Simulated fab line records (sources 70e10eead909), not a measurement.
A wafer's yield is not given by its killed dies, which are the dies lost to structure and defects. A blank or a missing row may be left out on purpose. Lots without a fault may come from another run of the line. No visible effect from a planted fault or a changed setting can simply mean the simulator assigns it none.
Which tool did it? + flow nand_harc + 11 lots with 33 wafers sampled at 3 steps, on a route of 1302 steps

WHAT THE GAUGES SHOWED, per wafer
NHARC_P_STI_CD_MEAS_09: target cd 200 nm.
| lot  | measured     | on        | cd_nm (nm)        |
|------|--------------|-----------|-------------------|
| L548 | day 3 04:48  | cd_sem-03 | 201.2 202.4 199.0 |
| L549 | day 3 14:56  | cd_sem-03 | 201.7 201.9 197.9 |
| L550 | day 4 03:07  | cd_sem-03 | 200.1 201.5 203.5 |
| L551 | day 4 11:31  | cd_sem-01 | 199.5 204.7 201.1 |
| L554 | day 5 16:42  | cd_sem-03 | 202.1 203.3 200.8 |
| L556 | day 6 13:22  | cd_sem-03 | 201.5 200.1 203.6 |
| L557 | day 7 00:00  | cd_sem-03 | 223.3 224.0 223.3 |
| L558 | day 7 11:50  | cd_sem-03 | 203.7 203.5 202.8 |
| L568 | day 11 12:40 | cd_sem-03 | 204.8 199.0 201.9 |
| L569 | day 11 22:07 | cd_sem-02 | 201.9 200.8 198.5 |
| L570 | day 12 09:25 | cd_sem-03 | 199.6 197.7 201.7 |

TOOL THAT RAN EACH LOT (tool first, then ch and the chambers of the sampled wafers, then the start)
| lot  | NHARC_P_ZERO_WELL_ETCH_65          | NHARC_P_STI_EXPOSE_06             |
|------|------------------------------------|-----------------------------------|
| L548 | rie_diel-12 ch 0,3, day 2 07:29    | krf_scanner-04 ch 0, day 3 04:40  |
| L549 | rie_diel-12 ch 0,1, day 2 17:25    | krf_scanner-01 ch 0, day 3 14:47  |
| L550 | rie_diel-13 ch 1,2,3, day 3 03:29  | krf_scanner-01 ch 0, day 4 02:58  |
| L551 | rie_diel-03 ch 1,2, day 3 13:23    | krf_scanner-02 ch 0, day 4 11:22  |
| L554 | rie_diel-13 ch 0,1,3, day 4 19:22  | krf_scanner-01 ch 0, day 5 16:34  |
| L556 | rie_diel-12 ch 0,1,2, day 5 15:32  | krf_scanner-04 ch 0, day 6 13:13  |
| L557 | rie_diel-03 ch 2,3, day 6 01:22    | krf_scanner-04 ch 0, day 6 23:51  |
| L558 | rie_diel-12 ch 1,3, day 6 12:27    | krf_scanner-02 ch 0, day 7 11:41  |
| L568 | rie_diel-03 ch 1,2, day 10 15:25   | krf_scanner-04 ch 0, day 11 12:32 |
| L569 | rie_diel-12 ch 0,1, day 11 01:31   | krf_scanner-04 ch 0, day 11 21:58 |
| L570 | rie_diel-13 ch 0,1,2, day 11 11:29 | krf_scanner-01 ch 0, day 12 09:17 |
- NHARC_P_ZERO_WELL_ETCH_65: etches the open film in N2/H2, target depth 80 nm, overetch 24 nm, time 87.88 s.
- NHARC_P_STI_EXPOSE_06: exposes mask P STI, target cd 200 nm.

THE ANSWER, worked out from the rows above alone
Rule: usual is defined by the lots themselves. The widest of any qualifying gaps counts: lots, ordered by their means at a reading, are off when they make up no more than a third of the lots, leave a main group of 4 or more, and stand apart from it by 3 or more times the standard deviation of that group's means. A main group is skipped when, at the precision printed for the reading in the tables above, its means are all equal. Also off: a lot with no number at a reading for which 4 or more lots have one. Where the step has rows for the other lots, those lots are counted as sound.
Off at NHARC_P_STI_CD_MEAS_09 (cd_nm): L557. Main group: mean 201.4 nm, sd 0.99.
A tool fits if, at a process step before that reading, it ran every lot that is off, and no sound lot after the first of them. Those tools and the gauges at NHARC_P_STI_CD_MEAS_09 are tried in the same way. None of those tried fits.

WHAT THE SIMULATOR HAD INSERTED
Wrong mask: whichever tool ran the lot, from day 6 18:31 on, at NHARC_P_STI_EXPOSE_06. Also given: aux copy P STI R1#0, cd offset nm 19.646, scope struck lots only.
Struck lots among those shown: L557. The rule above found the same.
